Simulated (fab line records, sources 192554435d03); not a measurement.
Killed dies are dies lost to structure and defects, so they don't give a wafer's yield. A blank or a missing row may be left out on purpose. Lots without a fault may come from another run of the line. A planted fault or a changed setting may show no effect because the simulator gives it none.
A struck lot beside a sound one | flow n5_finfet | 15 steps out of a route of 1938
Sound: wafers L381.3, L381.5, L381.6. Struck: wafers L383.3, L383.5, L383.6. The cause comes at the end.
At each step with rows: each side's tool, then ch and its chambers, then its first start. Under that, the readings that differ: sound wafers | struck wafers | difference of the means | sigmas: that difference in standard deviations of wafers without a fault.
alike: readings whose means differ by less than 2 such deviations, and words and numbers that are the same on both sides. not compared: withheld readings, readings that some wafer has no value for, bounds like >300 that may hide the same value, and numbers for which the record gives no deviation and whose values overlap.
The two part at a step that has a row with sigmas, a row that says differs or no value, or rows on one side only. Numbers that don't overlap but have no deviation are shown without sigmas and don't part them. A reading that every wafer of one side lacks parts them only if that side has two wafers or more.

N5_DUMMY_REMOVAL_STRIP_10: strips in N2/H2, time 40 s.
  sound on rie_diel-06 ch 1,2, day 6 23:31; struck on rie_diel-01 ch 1,2,3, day 7 14:13
  alike: bias_power_w, drypump_motor_current_A, h2_flow_sccm, oes_product_au, rf_vpp_V, showerhead_plenum_p_Torr, throttle_valve_pct
  not compared: rf_hours_counter_h
then, 2 steps without rows for these wafers: N5_DUMMY_REMOVAL_PRECLEAN_07 (cleans in dHF, time 30 s); N5_DUMMY_REMOVAL_DUMMY_REMOVE_02 (chemistry TMAH, target poly-Si, stops on SiO2, target depth 142 nm, time 57 s, rinse time 30 s).
N5_DUMMY_REMOVAL_INSPECT_06: inspects for defects (brightfield).
  sound on defect_inspect-02, day 6 23:41; struck on defect_inspect-01, day 7 14:23
  alike: raw_defect_count
then, 4 steps without rows for these wafers: N5_DUMMY_REMOVAL_PRECLEAN_08 (cleans in NF3:NH3, afs cycles 2, time 20 s, sublimation time 60 s); N5_DUMMY_REMOVAL_PRECLEAN_04 (cleans in DHF, time 37 s); N5_DUMMY_REMOVAL_SRD_05 (time 30 s); N5_HKMG_FIN_IL_REGROW_00 (material SiO2, chemistry O3, target thk 0.75 nm, time 30 s).
N5_HKMG_FIN_HK_ALD_01: deposits HfO2, target thk 1.6 nm, pulse time 3 s, purge time 3 s.
  sound on ald_hk-03 ch 0,1,2, day 7 00:02; struck on ald_hk-03 ch 0,3, day 7 14:44
  alike: precursor_pulse_height_rel
N5_HKMG_FIN_HK_ANNEAL_02: time 30 s.
  sound on rtp_anneal-01 ch 0, day 7 00:24; struck on rtp_anneal-01 ch 0, day 7 15:12
  alike: lamp_power_pct, lamp_zone_3_pct, wafer_temp_C_max
N5_HKMG_FIN_ALD_74: deposits La2O3, target thk 0.5 nm, pulse time 6 s, co reactant pulse time 1 s.
  sound on ald_hk-02 ch 1,2,3, day 7 00:33; struck on ald_hk-01 ch 0,2,3, day 7 15:22
  alike: heater_power_outer_w, heater_power_w, precursor_pulse_height_rel
N5_HKMG_FIN_ALD_75: deposits Al2O3, target thk 1 nm, co reactant pulse time 1 s.
  sound on ald_hk-02 ch 1,2,3, day 7 00:38; struck on ald_hk-01 ch 0,2,3, day 7 15:31
  alike: heater_power_outer_w, heater_power_w, precursor_pulse_height_rel
N5_HKMG_FIN_COAT_41: time 60 s, resist thk 300 nm.
  sound on litho_track-05 ch 0, day 7 00:44; struck on litho_track-05 ch 0, day 7 15:41
  reading                                   | sound                | struck               | difference | sigmas
  spin_speed_rpm (rpm)                      | 1499.6 1498.8 1498.8 | 1442.9 1442.9 1442.5 | -56.3      | -66
  model.SOC_of_HKMG_FIN_COAT_41.thk_nm (nm) | 299.8 299.8 300      | 305.8 306.8 306.4    | +6.5       |
then, 1 step without rows for these wafers: N5_HKMG_FIN_COAT_42 (time 60 s, resist thk 35 nm).
-- the record jumps here: 4 days lie between the struck wafers' starts before and after (it left off in module HKMG_FIN and takes up again in module BEOL_M4, whose first step shown is number 1111 of the route) --
N5_BEOL_M4_RC_MEAS_101:
  sound on prober-02 ch 0, day 10 22:16; struck on prober-02 ch 0, day 11 22:11
  alike: DIBL_N, DIBL_P, IOFF_N, IOFF_P, ION_N, ION_P, SS_N, SS_P, VT_N, VT_P

WHERE THEY PART
Only at N5_HKMG_FIN_COAT_41, within this record. Later steps at which nothing parts them and some readings are alike: N5_BEOL_M4_RC_MEAS_101.

WHY: what the simulator had put in
Process parameter drift: litho_track-05, from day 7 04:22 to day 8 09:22, at N5_HKMG_FIN_COAT_41. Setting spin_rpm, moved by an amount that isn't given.
